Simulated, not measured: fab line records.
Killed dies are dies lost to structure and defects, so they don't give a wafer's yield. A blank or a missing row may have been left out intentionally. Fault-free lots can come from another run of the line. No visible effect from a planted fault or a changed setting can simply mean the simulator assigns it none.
One fault seen from 2 desks -- flow nand harc -- numbers are kept per desk, each desk with only its own; the story behind them comes last

DESK OF THE TOOL OWNER: grinder-01
NHARC_THIN_TSV_GRIND_00, tool's own readings: per-lot mean of the sampled wafers with a number, covering each lot this tool ran. Any lot whose mean is over 4 standard deviations away from the usual mean is out of limits and marked OUT; that distance is given in the brackets.
Columns: A = head pressure psi at NHARC_THIN_TSV_GRIND_00, usual 3.998 psi; B = motor current A at NHARC_THIN_TSV_GRIND_00, usual 12.000 A
lot,first seen here,A,B
L691,day 24 08:05,4.005,12.005
L692,day 24 08:41,3.998,11.974
L690,day 24 20:41,3.998,11.981
L694,day 25 04:22,3.998,12.003
L696,day 25 11:37,3.994,12.001
L698,day 26 13:46,3.993,12.011
L699,day 27 06:10,3.993,12.012
L700,day 27 17:11,4.000,11.992
L707,day 30 04:52,4.006,12.004
L709,day 31 04:40,4.006,11.998
L710,day 32 03:26,3.990,12.003
L711,day 32 09:47,3.994,12.007
L712,day 32 13:15,3.987,12.017
Result from this desk: across the 13 lots, nothing is out of limits.

AT THE METROLOGY DESK
What the gauges read for every lot (on any tool): the sampled wafers with a number, averaged. Any lot whose mean is over 4 standard deviations away from the usual mean is out of limits and marked OUT; that distance is given in the brackets.
Columns: A = overlay x nm at NHARC_A_M1_OVL_MEAS_10, usual 0.3 nm; B = overlay y nm at NHARC_A_M1_OVL_MEAS_10, usual 0.0 nm
lot,first seen here,A,B
L692,day 23 14:30,-0.3,-0.4
L691,day 23 15:17,1.3,-0.2
L690,day 24 01:57,-0.2,0.4
L694,day 24 11:03,-0.8,-0.4
L696,day 24 18:29,2.0,0.6
L698,day 25 20:32,0.8,-0.6
L699,day 26 10:40,-0.7,1.4
L700,day 26 23:44,1.4,-0.4
L707,day 29 11:16,-0.4,0.9
L709,day 30 11:13,-0.7,0.8
L710,day 31 07:44,-0.4,0.8
L711,day 31 09:26,1.0,-1.2
L712,day 31 19:42,0.3,-1.7
Result from this desk: across the 13 lots, nothing is out of limits.

BROUGHT TOGETHER
Nothing out of limits was seen by the tool owner's desk.
The metrology desk saw nothing out of limits.

WHAT WAS PUT IN BY THE SIMULATOR
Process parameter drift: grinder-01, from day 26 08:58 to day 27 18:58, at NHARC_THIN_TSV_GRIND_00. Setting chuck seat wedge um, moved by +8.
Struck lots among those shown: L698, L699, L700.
